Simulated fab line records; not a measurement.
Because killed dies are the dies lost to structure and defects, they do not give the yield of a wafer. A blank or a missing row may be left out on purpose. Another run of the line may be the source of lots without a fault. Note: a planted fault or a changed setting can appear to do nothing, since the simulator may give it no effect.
One fault seen from 2 desks + flow n5_finfet + each desk has only its own numbers; what lay behind them comes last
Where a reading is given only as a bound, like >300, the bound stands for it, and a mean or a difference that rests on one is marked > or <: the true number lies beyond.

## AT THE TOOL OWNER'S DESK: cmp-03
The tool's own readings at N5_BEOL_M15_CMP_49 (polishes, stops on SiO2, t overpolish 4.9 s, target thk 850 nm): means of the sampled wafers that have a number, for each lot that ran on this tool. Any lot whose mean is over 4 standard deviations away from the usual mean is out of limits and marked OUT; that distance is given in the brackets.
Columns: A = barrier_field_endpoint_s at N5_BEOL_M15_CMP_49, usual 11.32 s; B = motor_current_A at N5_BEOL_M15_CMP_49, usual 8.4 A; C = overpolish_run_s at N5_BEOL_M15_CMP_49, usual 4.899 s; D = platen_rpm at N5_BEOL_M15_CMP_49, usual 80.00 rpm
| lot  | first seen here | A     | B   | C     | D     |
|------|-----------------|-------|-----|-------|-------|
| L626 | day 14 08:11    | 11.20 | 9.6 | 4.904 | 80.01 |
| L636 | day 16 10:01    | 11.38 | 8.8 | 4.900 | 80.01 |
| L637 | day 16 15:29    | 11.24 | 9.7 | 4.898 | 80.00 |
This desk found nothing out of limits on any of the 3 lots.

## THE DEFECT DESK
What the inspections along the route counted, lot by lot: means of the sampled wafers that have a number. Any lot whose mean is over 4 standard deviations away from the usual mean is out of limits and marked OUT; that distance is given in the brackets.
Columns: A = raw_defect_count at N5_BEOL_M15_INSPECT_55, usual 70; B = raw_defect_count at N5_MIM_TOP_LITHO_INSPECT_12, usual 2.0
| lot  | first seen here | A             | B               |
|------|-----------------|---------------|-----------------|
| L625 | day 13 10:50    | 78            | 1.0             |
| L626 | day 14 08:35    | 59            | 2.3             |
| L636 | day 16 10:23    | 264 (+10) OUT | >101 (>+66) OUT |
| L637 | day 16 15:52    | 261 (+10) OUT | >102 (>+67) OUT |
| L640 | day 17 16:47    | 80            | 2.3             |
| L644 | day 18 12:46    | 47            | 4.3             |
| L642 | day 18 13:41    | 75            | 1.7             |
| L646 | day 19 13:15    | 68            | 4.0             |
| L648 | day 19 22:27    | 54            | 2.3             |
| L645 | day 20 09:17    | 81            | 0.3             |
Finding of this desk: L636, L637 out of limits; the first was L636 at day 16 10:23, on raw_defect_count at N5_BEOL_M15_INSPECT_55. L625, L626, L640, L644, L642, L646, L648, L645 stayed within limits.

## ALL TOGETHER
The defect desk could have raised an alarm at day 16 10:23, on L636, L637.
The desk of the tool owner found nothing out of limits.
The tool owner's desk has L636, L637 on record, within its limits.
Of the lots named, all ran N5_BEOL_M15_CMP_49 on cmp-03.

## WHAT THE SIMULATOR PUT IN
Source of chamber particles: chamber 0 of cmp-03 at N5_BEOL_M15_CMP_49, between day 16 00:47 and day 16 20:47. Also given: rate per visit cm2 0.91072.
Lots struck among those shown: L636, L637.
Hours from the fault's start to each desk's first reading out of limits: the defect desk, 10.
